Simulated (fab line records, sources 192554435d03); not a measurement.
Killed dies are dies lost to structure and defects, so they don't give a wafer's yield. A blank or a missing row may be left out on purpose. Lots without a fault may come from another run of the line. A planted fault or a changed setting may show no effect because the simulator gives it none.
Problem report in the 8D (eight disciplines) form, filled by code | flow n5_finfet | the parts of the form that need people (team, actions taken, sign-off) are left out

1. THE PROBLEM
exposure_dose_mJ_cm2 at N5_BEOL_M0_SAQP_EXPOSE_11 reads a mean of 54.24 on 6 wafers of 2 lots; wafers without a fault read 54.99 with a standard deviation of 0.058. That is -13 standard deviations from the usual mean.
The step: exposes mask M0 CORE, target cd 42 nm.
First seen on wafer L882.1, day 7 17:41, on arfi_scanner-02. The record holds 27 wafers of 9 lots with a number at this step. Rule for "out", or "out of limits": more than 4 standard deviations from the usual mean. The other wafers with a number count as sound.

2. WHAT IT IS AND WHAT IT IS NOT
question                    | is                     | is not
which readings at this step | exposure_dose_mJ_cm2   | stage_vel_mm_s
which lots                  | L882, L884             | L873, L874, L878, L886, L890, L892, L895
which wafers of those lots  | all that have a number | -
read on which tools         | arfi_scanner-02        | arfi_scanner-01, arfi_scanner-03
when                        | from day 7 17:41       | up to then (9 sound wafers); but 12 sound wafers of L886, L890, L892, L895 came after

3. SUSPECTS, AND WHAT RULES EACH OUT
Counting: a tool at a process step up to the reading stays a suspect if it ran every lot that is out and no sound lot after the first of them.
- arfi_scanner-02 at N5_BEOL_M0_SAQP_EXPOSE_11 (exposes mask M0 CORE, target cd 42 nm): kept. It ran every lot that is out, first L882 (day 7 17:41), and no sound lot after that; its last sound lot up to then is L878 (day 7 02:37). Its own readings are out on those wafers: exposure_dose_mJ_cm2.
Left after counting: arfi_scanner-02 at N5_BEOL_M0_SAQP_EXPOSE_11.

4. THE CAUSE (what the simulator had put in)
Process parameter drift: arfi_scanner-02, from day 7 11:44 on, at N5_BEOL_M0_SAQP_EXPOSE_11. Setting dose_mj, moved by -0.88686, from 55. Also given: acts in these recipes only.
Counting left only this tool.

5. THE CHAIN OF EFFECTS, in route order
Each row: a reading whose mean over the struck wafers that have a number lies more than 3 standard deviations from the usual. Only readings for which the record gives a usual standard deviation are gone through. hours: the time from each lot's start at the first step in this table that gives one to its start at this step, as a median over the lots. sigmas: the change in usual standard deviations.
hours | step                      | reading              | usual | on struck wafers | change | sigmas
0     | N5_BEOL_M0_SAQP_EXPOSE_11 | exposure_dose_mJ_cm2 | 54.99 | 54.24            | -0.75  | -13
The process steps in it:
- N5_BEOL_M0_SAQP_EXPOSE_11: exposes mask M0 CORE, target cd 42 nm.
Later measuring or inspecting steps at which every struck wafer that the step has a row for has a number for every such reading, and none has moved that far: N5_BEOL_M4_RC_MEAS_101.

6. WHAT WOULD HAVE CAUGHT IT SOONER
In this record the first reading out of limits was taken at day 7 17:41, 6 hours after the fault began at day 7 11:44.
